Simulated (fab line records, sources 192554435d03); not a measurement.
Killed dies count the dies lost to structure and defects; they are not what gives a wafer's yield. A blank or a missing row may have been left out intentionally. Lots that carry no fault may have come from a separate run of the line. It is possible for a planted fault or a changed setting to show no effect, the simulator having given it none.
Matching of chambers ; flow n5Finfet ; rieDiel-06 running N5_WELL_APT_DESCUM_30: 4 sister chambers
The step chemistry O2, time 7.9 s. 8 wafers are shown with their chamber, then 9 later ones without.

== WAFERS WITH THEIR CHAMBER ==
wafer;chamber;showerheadPlenumPTorr (Torr);throttleValvePct (%)
L080.3;1;2.12;20.12
L081.4;1;2.12;20.12
L081.6;3;2.07;20.30
L085.3;2;2.14;20.62
L085.5;3;2.07;20.32
L088.1;2;2.13;20.64
L088.3;0;1.99;20.73
L088.5;0;1.99;20.74

== WAFERS WITHOUT THEIR CHAMBER ==
wafer;showerheadPlenumPTorr (Torr);throttleValvePct (%)
L089.1;1.99;20.75
L089.2;2.12;20.14
L089.5;2.12;20.15
L091.1;2.11;20.16
L091.2;2.13;20.64
L091.5;2.11;20.15
L094.2;1.98;20.76
L094.4;1.98;20.78
L094.5;2.11;20.18

== WHICH CHAMBER EACH WENT THROUGH ==
wafer;from the rows above;in truth
L089.1;0;0
L089.2;1;1
L089.5;1;1
L091.1;1;1
L091.2;2;2
L091.5;1;1
L094.2;0;0
L094.4;0;0
L094.5;1;1
Correct placement for 9 of the 9. Not placeable from these rows: 0. Placed wrongly: 0.
How it was worked out, from the rows above alone: a wafer's distance from a chamber is the root of the sum, over the readings, of the square of ((its reading less the chamber's mean) divided by the reading's scatter). If the next closest chamber is less than 2 further off than the closest, the wafer can't be placed; otherwise it belongs to the closest. Each chamber's mean is taken over the wafers shown for it. The scatter: take each reading less its chamber's mean, square it, sum over the shown wafers, divide by the number of wafers less the number of chambers, and take the root.
